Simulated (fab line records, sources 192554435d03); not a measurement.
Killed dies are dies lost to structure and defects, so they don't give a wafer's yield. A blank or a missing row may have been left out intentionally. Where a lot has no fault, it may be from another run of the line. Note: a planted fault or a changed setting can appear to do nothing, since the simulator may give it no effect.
One fault seen from 3 desks | flow n5 finfet | each desk has only its own numbers; what lay behind them comes last

== THE DEFECT DESK ==
What the inspections along the route counted, lot by lot: means of the sampled wafers that have a number. Any lot whose mean is over 4 standard deviations away from the usual mean is out of limits and marked OUT; that distance is given in the brackets.
Columns: A = raw defect count at N5_BEOL_M8_INSPECT_30, usual 396
lot  | first seen here | A
L887 | day 11 21:09    | 351
L890 | day 12 04:34    | 383
L897 | day 15 14:37    | 347
L903 | day 17 02:23    | 412
L905 | day 17 10:13    | 442
This desk's verdict: no lot among the 5 shows anything out of limits.

== THE METROLOGY DESK ==
Means of the sampled wafers that have a number, per lot and without regard to the tool the lot ran on: this is what the gauges read. Any lot whose mean is over 4 standard deviations away from the usual mean is out of limits and marked OUT; that distance is given in the brackets.
Columns: A = cd nm at N5_BEOL_M8_CD_MEAS_28, usual 39.97 nm; B = V7_OVL at N5_BEOL_M8_OVL_MEAS_29, usual -0.1 nm
lot  | first seen here | A     | B
L887 | day 11 21:04    | 40.05 | -0.6
L890 | day 12 04:29    | 40.05 | 0.6
L897 | day 15 14:31    | 39.79 | 0.6
L903 | day 17 02:18    | 40.11 | -1.0
L905 | day 17 10:07    | 39.87 | 0.4
This desk's verdict: no lot among the 5 shows anything out of limits.

== DESK OF THE TOOL OWNER: rie diel-03 ==
The tool's own readings at N5_BEOL_M8_ETCH_66 (etches SOC in N2/H2, target depth 80 nm, overetch 16 nm, time 120 s): means of the sampled wafers that have a number, for each lot that ran on this tool. Any lot whose mean is over 4 standard deviations away from the usual mean is out of limits and marked OUT; that distance is given in the brackets.
Columns: A = bias w at N5_BEOL_M8_ETCH_66, usual 150.0 W; B = drypump motor current A at N5_BEOL_M8_ETCH_66, usual 5.52 A; C = oes product au at N5_BEOL_M8_ETCH_66, usual 0.61 a.u.; D = rf fwd power W at N5_BEOL_M8_ETCH_66, usual 835.9 W; E = rf vpp V at N5_BEOL_M8_ETCH_66, usual 523.7 V; F = showerhead plenum p Torr at N5_BEOL_M8_ETCH_66, usual 2.53 Torr; G = throttle valve pct at N5_BEOL_M8_ETCH_66, usual 17.77 %
lot  | first seen here | A               | B    | C    | D     | E               | F    | G
L887 | day 11 21:16    | 149.9           | 5.51 | 0.59 | 835.9 | 522.0           | 2.48 | 17.71
L890 | day 12 04:41    | 150.3           | 5.51 | 0.58 | 836.6 | 522.5           | 2.48 | 17.69
L897 | day 15 14:43    | 139.8 (-22) OUT | 5.45 | 0.59 | 835.3 | 497.4 (-11) OUT | 2.47 | 17.83
This desk's verdict: out of limits on L897, starting with L897 at day 15 14:43 (bias w at N5_BEOL_M8_ETCH_66). L887, L890 stayed within limits.

== BROUGHT TOGETHER ==
An alarm could have come from the tool owner's desk at day 15 14:43, on L897.
The defect desk saw nothing out of limits.
From the metrology desk's view, nothing was out of limits.
The defect desk has L897 on record, within its limits.
The metrology desk holds a record of L897, inside its limits.
On rie diel-03, each named lot ran N5_BEOL_M8_ETCH_66.

== WHAT HAD BEEN PUT IN BY THE SIMULATOR ==
rie diel-03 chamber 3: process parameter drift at N5_BEOL_M8_ETCH_66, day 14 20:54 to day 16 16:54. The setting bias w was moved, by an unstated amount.
Lots struck among those shown: L897.
Delay in hours, fault start to first out-of-limits reading, by desk: the tool owner's desk at 18.
